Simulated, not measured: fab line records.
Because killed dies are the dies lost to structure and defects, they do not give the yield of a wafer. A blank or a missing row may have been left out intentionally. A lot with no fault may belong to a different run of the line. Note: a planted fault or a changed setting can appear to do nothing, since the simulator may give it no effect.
fab line records	flow n5-finfet
record: lots: 5	wafers: 15	last-day: 16
route steps=1938 shown DUMMY_REMOVAL@377 HKMG_FIN@385 PASSIVATION@1936
lots that met no fault: from a run of the same line without faults
start-h: start of the lot's first displayed wafer, in hours after the record's first day	wait-h: hours since the lot's step before	" as in the row above	L1.1+2: one row covering several wafers at once	- no value, or no start was given	* or withheld: withheld	< > ~ a bound
route shown NAME@n: a module of which the file shows steps, and the number in the route of the first	usual: average and standard deviation across the fault-free wafers	same: alike in all rows	chamber/n: place in a boat	sites: each site's reading	_std_site: how widely they spread, as a standard deviation	_edge_site: outer sites' mean less inner sites'	radius-mm: for every site, how far away it sits from the centre of the wafer	mask NAME#n: copy n	behind: the tool/chamber that last shaped the wafer	hold: why the lot went on hold/how many hours it stayed there/how the hold came to an end	device: the transistor (n, p or np) that didn't switch	end of line: tests of these same wafers at the route's end	a step given without rows: its recipe and nothing more	killed: at the first sort, the dies lost to defects and structure; wafer yield is something else	map: per-die view of a wafer (x killed, . not killed, _ where there is no die)
set.NAME: the setting that was run; set.NAME@STEP: the one run at that earlier step	model.NAME: the simulator's own value behind a step, which no gauge read
a table for each step, a row for each wafer; lots at some steps of the route
services: from which hour (start-h, from the record's first day; less than 0 if before it) a tool's chamber was out of use, for how many hours, and why
== steps ==
step: N5_DUMMY_REMOVAL_HM_STRIP_01
recipe: chemistry: CH3F/O2	material: SiNx	target-depth-a: 40	stop-on: poly-Si	time-s: 6.8	over-etch-frac: 0.3	ion-energy-ev: 60	power-w: 410	bias-w: 29	Ar_flow_sccm: 150	CH3F_flow_sccm: 30	O2_flow_sccm: 20
step: N5_DUMMY_REMOVAL_STRIP_10
recipe: chemistry: N2/H2	time-s: 40	power-w: 100	temp-c: 40	pressure-mtorr: 100	rf-frequency-hz: 6e+07	bias-power-w: 3	n2-flow-sccm: 300	h2-flow-sccm: 300
usual: drypump-motor-current-A: 5.7/0.38	oes-product-au: 0.81/0.076	rf-vpp-V: 45.3/0.8	showerhead-plenum-p-Torr: 3.40/0.13	temp-c: 40.01/0.1	throttle-valve-pct: 12.11/0.24
lot.wafer	tool	chamber	start-h	wait-h	drypump-motor-current-A	oes-product-au	rf-hours-counter-h	rf-vpp-V	showerhead-plenum-p-Torr	temp-c	throttle-valve-pct
L408.1	rie-diel-02	0	112.61	0.0	5.1	0.78	136	45.8	3.53	40.01	12.30
L408.5	"	0	"	"	5.1	0.78	-	44.8	3.53	40.01	12.30
L408.6	"	3	"	"	5.9	0.86	-	44.0	3.56	39.97	11.61
L414.1	rie-diel-02	3	150.49	0.0	5.9	0.84	64	44.4	3.55	40.03	11.65
L414.3	"	0	"	"	5.1	0.77	148	44.9	3.52	40.02	12.34
L414.4	"	2	"	"	6.5	0.81	71	45.9	3.29	40.04	12.37
L415.3	rie-diel-02	3	153.47	0.0	5.9	0.83	65	46.3	3.55	39.90	11.66
L415.4	"	1	"	"	5.7	0.90	37	46.3	3.60	40.14	11.95
L415.5	"	2	"	"	6.5	0.80	-	45.1	3.29	40.10	12.38
L420.2	rie-diel-04	0	184.38	0.0	5.6	0.92	15	46.4	3.31	39.84	11.81
L420.5	"	3	"	"	6.0	0.89	-	46.4	3.42	40.07	12.11
L420.6	"	2	"	"	5.4	0.82	-	45.5	3.26	39.89	12.28
L422.1	rie-diel-04	1	197.51	0.0	5.5	0.70	215	45.6	3.32	39.92	12.29
L422.4	"	2	"	"	5.4	0.82	98	45.7	3.25	39.90	12.29
L422.6	"	1	"	"	5.5	0.71	-	43.9	3.32	40.03	12.29
step: N5_DUMMY_REMOVAL_PRECLEAN_07
recipe: chemistry: dHF	time-s: 30	temp-c: 25	dilution: withheld
step: N5_DUMMY_REMOVAL_DUMMY_REMOVE_02
recipe: chemistry: TMAH	temp-c: 70	target: poly-Si	stop-on: SiO2	target-depth-nm: 142	conc-wt-pct: 5	time-s: 57	dry: ipa-marangoni	rinse-time-s: 30	rinse-temp-c: 23
step: N5_DUMMY_REMOVAL_INSPECT_06
recipe: inspect-instrument: brightfield	mode: aei
usual: raw-defect-count: 13/6.8
lot.wafer	tool	chamber	start-h	wait-h	raw-defect-count
L408.1	defect-inspect-02	-	112.82	0.0	14
L408.5	"	-	"	"	20
L408.6	"	-	"	"	21
L414.1	defect-inspect-01	-	150.65	0.0	20
L414.3	"	-	"	"	9
L414.4	"	-	"	"	5
L415.3	defect-inspect-01	-	153.63	0.0	14
L415.4	"	-	"	"	20
L415.5	"	-	"	"	23
L420.2	defect-inspect-01	-	184.55	0.0	16
L420.5	"	-	"	"	38
L420.6	"	-	"	"	26
L422.1	defect-inspect-02	-	197.67	0.0	12
L422.4	"	-	"	"	14
L422.6	"	-	"	"	8
step: N5_DUMMY_REMOVAL_PRECLEAN_08
recipe: chemistry: NF3:NH3	afs-cycles: 2	temp-c: 30	time-s: 20	sublimation-temp-c: 180	sublimation-time-s: 60	pressure-torr: 3	rf-power-w: 30
step: N5_DUMMY_REMOVAL_PRECLEAN_04
recipe: chemistry: DHF	time-s: 37	temp-c: 25	dilution: 500:1
step: N5_DUMMY_REMOVAL_SRD_05
recipe: dry: ipa-marangoni	do-ppb: 5	time-s: 30	temp-c: 23	rinse-liquid: diw
step: N5_HKMG_FIN_IL_REGROW_00
recipe: material: SiO2	target-thk-a: 7.5	chemistry: O3	temp-c: withheld	time-s: 30
step: N5_HKMG_FIN_HK_ALD_01
recipe: material: HfO2	target-thk-a: 16	temp-c: withheld	ald-precursor-family: HfCl4	ald-co-reactant: H2O	pulse-time-s: 3	purge-time-s: 3	co-reactant-purge-time-s: 2.5	co-reactant-pulse-time-s: 0.3	ald-cycles: 30
usual: precursor-pulse-height-rel: 1.001/0.021
lot.wafer	tool	chamber	start-h	wait-h	precursor-pulse-height-rel
L408.1	ald-hk-03	1	113.21	0.0	0.998
L408.5	"	3	"	"	1.034
L408.6	"	2	"	"	1.021
L414.1	ald-hk-02	0	151.04	0.0	0.995
L414.3	"	3	"	"	1.016
L414.4	"	1	"	"	0.988
L415.3	ald-hk-02	0	154.04	0.1	1.023
L415.4	"	2	"	"	0.975
L415.5	"	1	"	"	0.958
L420.2	ald-hk-01	1	184.90	0.0	1.035
L420.5	"	3	"	"	1.024
L420.6	"	0	"	"	0.969
L422.1	ald-hk-03	3	198.03	0.0	0.981
L422.4	"	2	"	"	0.960
L422.6	"	0	"	"	0.980
step: N5_HKMG_FIN_HK_ANNEAL_02
recipe: temp-c: 700	time-s: 30	ambient: N2	idle-temp-c: 600	ramp-up-c-per-s: 150	ramp-down-c-per-s: 60	cool-to-c: 600
usual: lamp-power-pct: 8.80/0.056	wafer_temp_C_max: 702.9/0.67
lot.wafer	tool	chamber	start-h	wait-h	lamp-power-pct	wafer_temp_C_max
L408.1	rtp-anneal-02	0	113.39	0.1	8.67	702.7
L408.5	"	0	"	"	8.73	702.7
L408.6	"	0	"	"	8.76	703.4
L414.1	rtp-anneal-02	0	151.23	0.1	8.72	702.8
L414.3	"	0	"	"	8.73	703.4
L414.4	"	0	"	"	8.82	702.5
L415.3	rtp-anneal-02	0	154.43	0.2	8.98	702.4
L415.4	"	0	"	"	8.78	703.2
L415.5	"	0	"	"	8.78	702.9
L420.2	rtp-anneal-01	0	185.12	0.1	8.79	703.1
L420.5	"	0	"	"	8.82	703.2
L420.6	"	0	"	"	8.71	702.2
L422.1	rtp-anneal-01	0	198.22	0.1	8.79	702.6
L422.4	"	0	"	"	8.81	702.9
L422.6	"	0	"	"	8.79	702.5
step: N5_HKMG_FIN_ALD_74
recipe: material: La2O3	target-thk-a: 5	temp-c: 250	ald-precursor-family: La-Cp	ald-co-reactant: O3	pulse-time-s: 6	co-reactant-pulse-time-s: 1	purge-time-s: 3	co-reactant-purge-time-s: 3
usual: heater-power-w: 345/43	precursor-pulse-height-rel: 1.000/0.02	susceptor-temp-C: 250.02/0.18
lot.wafer	tool	chamber	start-h	wait-h	heater-power-w	precursor-pulse-height-rel	susceptor-temp-C
L408.1	ald-hk-02	3	113.62	0.2	339	0.996	250.55
L408.5	"	2	"	"	314	0.992	249.99
L408.6	"	1	"	"	368	1.006	249.99
L414.1	ald-hk-01	1	151.45	0.2	432	1.009	249.94
L414.3	"	0	"	"	389	0.980	249.99
L414.4	"	3	"	"	333	0.963	249.66
L415.3	ald-hk-01	0	154.59	0.1	394	0.968	249.83
L415.4	"	2	"	"	280	1.014	250.06
L415.5	"	2	"	"	287	1.028	249.99
L420.2	ald-hk-02	0	185.30	0.2	325	1.029	250.33
L420.5	"	2	"	"	315	1.046	249.68
L420.6	"	3	"	"	334	0.967	250.11
L422.1	ald-hk-01	1	198.43	0.2	431	0.984	250.08
L422.4	"	3	"	"	343	0.992	249.75
L422.6	"	2	"	"	289	1.006	249.93
step: N5_HKMG_FIN_ALD_75
recipe: material: Al2O3	target-thk-a: 10	temp-c: 150	ald-precursor-family: TMA	ald-co-reactant: H2O	pulse-time-s: withheld	co-reactant-pulse-time-s: 1
usual: heater-power-w: 149/19	precursor-pulse-height-rel: 0.999/0.021	susceptor-temp-C: 150.01/0.15
lot.wafer	tool	chamber	start-h	wait-h	heater-power-w	precursor-pulse-height-rel	susceptor-temp-C
L408.1	ald-hk-02	3	113.70	0.0	138	1.046	149.97
L408.5	"	2	"	"	134	0.962	149.99
L408.6	"	1	"	"	167	1.010	150.11
L414.1	ald-hk-01	1	151.53	0.0	191	1.010	150.04
L414.3	"	0	"	"	167	1.018	149.69
L414.4	"	3	"	"	142	1.011	149.96
L415.3	ald-hk-01	0	154.67	0.0	170	0.953	150.03
L415.4	"	2	"	"	122	1.012	149.82
L415.5	"	2	"	"	125	1.001	149.88
L420.2	ald-hk-02	0	185.38	0.0	135	1.019	150.20
L420.5	"	2	"	"	134	0.991	150.06
L420.6	"	3	"	"	141	0.993	150.24
L422.1	ald-hk-01	1	198.51	0.0	187	0.975	150.18
L422.4	"	3	"	"	144	0.994	150.22
L422.6	"	2	"	"	123	1.013	150.12
step: N5_HKMG_FIN_COAT_41
recipe: resist: SOC	temp-c: 250	time-s: 60	spin-rpm: 1500	resist-thk-nm: 300
step: N5_HKMG_FIN_COAT_42
recipe: resist: SiARC	temp-c: 220	time-s: 60	spin-rpm: 1500	resist-thk-nm: 35
step: N5_HKMG_FIN_COAT_43
recipe: resist: CAR-ArF	spin-rpm: 1500	resist-thk-nm: 90
step: N5_HKMG_FIN_EBR_45
recipe: solvent: PGMEA	ebr-width-mm: 1.5
step: N5_HKMG_FIN_SOFTBAKE_44
recipe: temp-c: 110	time-s: 60	resist: CAR-ArF
step: N5_HKMG_FIN_EXPOSE_46
recipe: mask-id: NDIPOLE	na: 1.35	source-shape: conventional	sigma-outer: 0.8	polarization: unpolarized	dose-mj: 40
step: N5_HKMG_FIN_PEB_47
recipe: peb-temp-c: withheld	peb-time-s: 60	resist: CAR-ArF
step: N5_HKMG_FIN_DEVELOP_48
recipe: develop-time-s: 30	developer: TMAH	resist: CAR-ArF	rinse-liquid: diw	dry: air-spin	dev-temp-c: 23
step: N5_HKMG_FIN_CD_MEAS_49
recipe: target-cd-nm: 202	landing-energy-ev: 500	detector: se-inlens	polarity: opening
usual: cd-nm: 202.0/0.78
lot.wafer	tool	chamber	start-h	wait-h	cd-nm
L408.1	cd-sem-03	0	114.17	-	202.7
L408.5	"	0	"	"	202.4
L408.6	"	0	"	"	202.7
L414.1	cd-sem-01	0	151.87	-	200.2
L414.3	"	0	"	"	200.7
L414.4	"	0	"	"	200.9
L415.3	cd-sem-03	0	155.01	-	202.7
L415.4	"	0	"	"	202.2
L415.5	"	0	"	"	201.7
L420.2	cd-sem-03	0	185.85	-	202.3
L420.5	"	0	"	"	202.3
L420.6	"	0	"	"	201.4
L422.1	cd-sem-01	0	198.97	-	201.5
L422.4	"	0	"	"	201.8
L422.6	"	0	"	"	201.2
step: N5_HKMG_FIN_OVL_MEAS_50
recipe: points-per-wafer: 44
usual: NDIPOLE_OVL: 0.0/0.76
lot.wafer	tool	chamber	start-h	wait-h	NDIPOLE_OVL[nm]
L408.1	overlay-02	0	114.20	0.0	0.6
L408.5	"	0	"	"	0.5
L408.6	"	0	"	"	1.2
L414.1	overlay-01	0	151.90	0.0	1.0
L414.3	"	0	"	"	0.4
L414.4	"	0	"	"	0.5
L415.3	overlay-02	0	155.04	0.0	0.4
L415.4	"	0	"	"	-0.2
L415.5	"	0	"	"	0.6
L420.2	overlay-02	0	185.88	0.0	0.2
L420.5	"	0	"	"	-0.2
L420.6	"	0	"	"	-0.7
L422.1	overlay-02	0	199.01	0.0	1.1
L422.4	"	0	"	"	0.3
L422.6	"	0	"	"	1.1
step: N5_HKMG_FIN_INSPECT_61
recipe: mode: adi	inspect-instrument: macro
usual: raw-defect-count: 2.0/1.3
lot.wafer	tool	chamber	start-h	wait-h	raw-defect-count
L408.1	defect-inspect-02	-	114.22	0.0	>300
L408.5	"	-	"	"	5
L408.6	"	-	"	"	1
L414.1	defect-inspect-02	-	151.93	0.0	3
L414.3	"	-	"	"	1
L414.4	"	-	"	"	2
L415.3	defect-inspect-02	-	155.06	0.0	1
L415.4	"	-	"	"	3
L415.5	"	-	"	"	2
L420.2	defect-inspect-02	-	185.90	0.0	0
L420.5	"	-	"	"	5
L420.6	"	-	"	"	2
L422.1	defect-inspect-02	-	199.03	0.0	1
L422.4	"	-	"	"	1
L422.6	"	-	"	"	1
step: N5_HKMG_FIN_DESCUM_53
recipe: chemistry: O2	time-s: 7.9	source-power-w: 50	bias-power-w: 20	pressure-mtorr: 20	rf-frequency-hz: 2.712e+07	temp-c: 40	resist: CAR-ArF	o2-flow-sccm: 225
usual: drypump-motor-current-A: 5.7/0.4	oes-product-au: 0.81/0.091	rf-vpp-V: 243.3/1.4	showerhead-plenum-p-Torr: 2.10/0.064	temp-c: 39.98/0.11	throttle-valve-pct: 20.40/0.22
lot.wafer	tool	chamber	start-h	wait-h	drypump-motor-current-A	oes-product-au	rf-hours-counter-h	rf-vpp-V	showerhead-plenum-p-Torr	temp-c	throttle-valve-pct
L408.1	rie-diel-05	2	114.26	0.0	6.1	0.71	199	244.8	2.14	40.03	20.40
L408.5	"	0	"	"	5.5	0.84	-	246.9	2.22	39.96	20.08
L408.6	"	1	"	"	5.5	0.76	-	243.7	2.07	40.04	20.66
L414.1	rie-diel-05	1	151.96	0.0	5.5	0.74	188	242.5	2.06	39.94	20.70
L414.3	"	0	"	"	5.5	0.83	56	245.8	2.22	40.03	20.11
L414.4	"	3	"	"	5.6	0.73	183	243.1	2.08	39.83	20.49
L415.3	rie-diel-03	1	155.09	0.0	6.7	0.93	16	244.0	2.07	39.95	20.40
L415.4	"	3	"	"	5.6	0.84	85	244.2	2.20	39.98	20.38
L415.5	"	2	"	"	6.0	0.90	-	244.8	2.06	39.90	20.43
L420.2	rie-diel-01	3	185.93	0.0	5.2	0.86	52	241.9	2.05	39.98	20.56
L420.5	"	1	"	"	5.6	0.90	-	243.5	2.12	39.97	19.90
L420.6	"	0	"	"	5.1	0.83	-	243.2	2.05	39.85	20.23
L422.1	rie-diel-03	2	199.11	0.1	5.9	0.87	41	242.4	2.05	40.16	20.44
L422.4	"	1	"	"	6.7	0.91	-	242.3	2.06	39.99	20.42
L422.6	"	3	"	"	5.6	0.83	-	245.1	2.19	40.04	20.38
step: N5_PASSIVATION_PROBE_49
usual: killed_at_M0_to_M3: 32/9.7	killed_at_M4_up: 14/5.3	killed-at-contacts: 11/6	killed-at-front-end: 39/14	killed-at-other: 3.3/2.7	killed-dies: 100/17	killed-on-rim: 14/4	killed-open: 66/13	killed-short: 32/7.4
same: gross-dies: 1180	killed-at-back-side: 0
lot.wafer	tool	chamber	start-h	wait-h	killed_at_M0_to_M3	killed_at_M4_up	killed-at-contacts	killed-at-front-end	killed-at-other	killed-dies	killed-on-rim	killed-open	killed-short
L408.1	prober-01	-	307.79	0.0	27	25	5	109	2	168	31	62	25
L415.5	prober-01	-	342.94	0.2	28	9	25	35	5	102	8	73	29
killed by level:class
L408.1 HKMG_FIN:unspecified=73 BEOL_M4:geometric-particle:open=13 BEOL_M0_SAQP:geometric-particle:open=7 STI_FIN_REVEAL:geometric-particle:open=6 BEOL_M1:geometric-particle:open=6 HKMG_FIN:area-etch=6 MOL_CONTACT_COAG:geometric-particle:open=5 BEOL_M2:geometric-particle:open=5
L415.5 MOL_CONTACT_COAG:geometric-particle:open=21 BEOL_M2:geometric-particle:open=12 FIN_SAQP:geometric-particle:open=8 BEOL_M0_SAQP:geometric-particle:short=6 BEOL_M4:geometric-particle:open=4 FIN_SAQP:geometric-particle:short=4 MOL_CONTACT_COAG:geometric-particle:short=4 BEOL_M1:geometric-particle:open=4
map L408.1 (x killed, . not)
_________________............________________
______________....x............._____________
___________........................__________
__________....x.......x......x..x..._________
________.x..................x........._______
_______......x.......x............x....______
______........................x.......x._____
_____..x...x............x..............x.____
____..........x......x......xx.x.......x..___
___......x.................................__
___........................xx..............__
__......................x............x.x..x._
__.....x.x.....x..x.....x..................._
_......x.....x.........x.....x.x.x.x.......xx
_........................x.x..............x.x
_.x.......x...............xx.............x...
_..x.........x....x.....x.x..x...............
_...x.................x...............xxx.xxx
_x......x.x.x..x..x..........x...x...xx.xxxxx
_.........................x.........x.xxxxxxx
_...........x.x.....................xxxxxxxxx
__...........................x......xxxxxxxx_
__x.......x............xx..........xxxxxxxxx_
___................................xxxxxxxx__
___......x..........................xxxxxxx__
____..............x...x............xxxxxxx___
_____..x.......x......................xxx____
______.............x.x.............xxxxx_____
_______.....x..........................______
________.............................._______
__________........x................._________
___________........x............x..__________
______________.x............x..._____________
_________________x....x......________________
map L420.6 (x killed, . not)
_________________x........x..________________
______________..x..............._____________
___________.....................x..__________
__________.....xx.........x..x......_________
________...............x...x.x.....x.._______
_______............x............x......______
______..xx.......................x......_____
_____......................x........x....____
____........xxx.......................x...___
___.x...x.x.....x...x...........x....x.....__
___...........x.x.........................x__
__..x....x.x.....x.........................._
__............x..........x..x..............._
_..x....................................xx..x
_..........x...x.x...xx..........x.x.........
_...............x....x...................x...
_...x......................................xx
_...............x.x.x.....xx.x.x........x..x.
_......x.........x.....xx.............x......
_...xx.....x.......x........x................
_...........................x................
__.x.x......................................_
__.x..x.............x......................x_
___.x..........x......x....xx.............x__
___.x................x.......xx............__
____...................x..............x...___
_____........................x.x.........____
______..x........x.....x..............x._____
_______..x....x.xx...x.......xx........______
________x.................x.x........._______
__________........x..........x......_________
___________........................__________
______________..............x..._____________
_________________.x.....x....________________
== services ==
tool	chamber	start-h	hours	kind
rie-diel-01	1	94.09	2.9	repair
rie-diel-04	2	97.38	9.7	repair
rie-diel-04	0	107.21	-	clean
rie-diel-04	0	107.21	-	consumable-replace:focus-ring
rie-diel-04	0	107.21	27.2	scheduled-down
rie-diel-04	0	107.21	27.2	vent-cycle
rie-diel-05	0	122.16	10.0	repair
rie-diel-03	-	128.90	15.6	pm
ald-hk-03	-	130.22	0.4	repair
rie-diel-02	3	139.39	2.0	repair
rie-diel-04	3	146.43	9.5	repair
ald-hk-03	-	149.17	2.4	repair
rie-diel-03	0	168.28	7.7	repair
rie-diel-01	-	178.16	0.7	repair
ald-hk-01	-	181.03	2.8	pm
ald-hk-02	-	187.33	0.7	repair
rie-diel-03	0	190.42	-	clean
rie-diel-03	0	190.42	-	consumable-replace:esc
rie-diel-03	0	190.42	-	consumable-replace:focus-ring
rie-diel-03	0	190.42	-	consumable-replace:showerhead
rie-diel-03	0	190.42	35.4	scheduled-down
rie-diel-03	0	190.42	35.4	vent-cycle
ald-hk-02	-	196.71	2.8	pm
== key ==
first-sign: step: N5_HKMG_FIN_INSPECT_61	reading: raw-defect-count	direction: up	sigmas: 99+	usual: 2.0	struck: >300
effect: step: N5_PASSIVATION_PROBE_49	reading: killed-at-front-end	direction: up	sigmas: 5	usual: 39	struck: 109
more-kills-born-at: N5_HKMG_FIN_ALD_75@ald-hk-02: 73
met-at N5_HKMG_FIN_ALD_75
struck-wafers L408.1
tester-left-out L408
fault: kind: chamber-particle-source	tool: ald-hk-02	chamber: 3	onset-h: 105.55	steps: N5_HKMG_FIN_ALD_75	rate-per-visit-cm2: 1.0645	end-h: 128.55
tester-left-out: of these lots the tester's yield and bins aren't shown, on N5 and GAA mostly nor the transistor test; their killed dies are dies lost to structure and defects alone, not to doping, threshold or leakage, so they don't give the yield
